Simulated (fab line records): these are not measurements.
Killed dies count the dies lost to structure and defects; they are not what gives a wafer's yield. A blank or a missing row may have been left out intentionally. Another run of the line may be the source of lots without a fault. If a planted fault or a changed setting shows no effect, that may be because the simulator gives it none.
A single fault, viewed from 2 desks :: flow nand-harc :: every desk sees just its own numbers, and what lay behind them comes last

## THE DEFECT DESK
Counts from the inspections along the route, per lot, as means over the sampled wafers that have a number. Marked OUT: a lot whose mean sits more than 4 standard deviations from the usual mean, which makes it out of limits; the brackets give that distance.
Columns: A = raw-defect-count at NHARC_A_DECK1_JOINT_INSPECT_05, usual 366
lot: L523
first seen here: day 12 13:53
A: 323

lot: L524
first seen here: day 13 07:25
A: 470

lot: L525
first seen here: day 13 07:25
A: 205

lot: L527
first seen here: day 14 01:45
A: 373

lot: L528
first seen here: day 14 01:45
A: 430

lot: L529
first seen here: day 14 22:13
A: 192

lot: L531
first seen here: day 15 14:58
A: 436

lot: L530
first seen here: day 15 22:32
A: 335

lot: L533
first seen here: day 16 17:02
A: 313

lot: L538
first seen here: day 18 12:23
A: 326

lot: L540
first seen here: day 19 13:34
A: 456

lot: L541
first seen here: day 19 13:34
A: 781

lot: L542
first seen here: day 20 04:43
A: 611

lot: L545
first seen here: day 22 00:10
A: 261
Finding of this desk: none of the 14 lots has anything out of limits.

## METROLOGY DESK
What the gauges read for every lot (on any tool): the sampled wafers with a number, averaged. Marked OUT: a lot whose mean sits more than 4 standard deviations from the usual mean, which makes it out of limits; the brackets give that distance.
Columns: A = thk-nm at NHARC_A_ONON_D2_THK_MEAS_30, usual 1000 nm
lot: L523
first seen here: day 13 02:20
A: 999

lot: L525
first seen here: day 13 20:17
A: 1002

lot: L524
first seen here: day 13 20:18
A: 988

lot: L528
first seen here: day 14 12:17
A: 983

lot: L527
first seen here: day 14 12:31
A: 1005

lot: L529
first seen here: day 15 13:47
A: 977

lot: L531
first seen here: day 16 05:11
A: 1010

lot: L530
first seen here: day 16 11:02
A: 1009

lot: L533
first seen here: day 17 05:34
A: 1002

lot: L538
first seen here: day 19 04:23
A: 1002

lot: L541
first seen here: day 20 02:25
A: 1000

lot: L540
first seen here: day 20 02:26
A: 414 (-70) OUT

lot: L542
first seen here: day 20 17:08
A: 409 (-70) OUT

lot: L545
first seen here: day 22 13:02
A: 1001
This desk's verdict: out of limits on L540, L542, starting with L540 at day 20 02:26 (thk-nm at NHARC_A_ONON_D2_THK_MEAS_30). Within limits: L523, L525, L524, L528, L527, L529, L531, L530, L533, L538, L541, L545.

## ALL TOGETHER
Metrology desk: alarm possible at day 20 02:26 on L540, L542.
Nothing the defect desk looked at was out of limits.
The defect desk has L540, L542 on record, within its limits.
NHARC_A_ONON_D2_DEP_28 was run on pecvd-onon-02 by each of the lots named.

## WHAT THE SIMULATOR HAD INSERTED
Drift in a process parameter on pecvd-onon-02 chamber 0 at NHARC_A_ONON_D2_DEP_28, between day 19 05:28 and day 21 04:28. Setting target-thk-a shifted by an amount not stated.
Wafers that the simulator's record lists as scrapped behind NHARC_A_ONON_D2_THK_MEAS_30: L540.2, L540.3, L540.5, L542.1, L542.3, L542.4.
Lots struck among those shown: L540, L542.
Per desk, hours elapsed from the start of the fault to the first reading out of limits: for the metrology desk, 21.
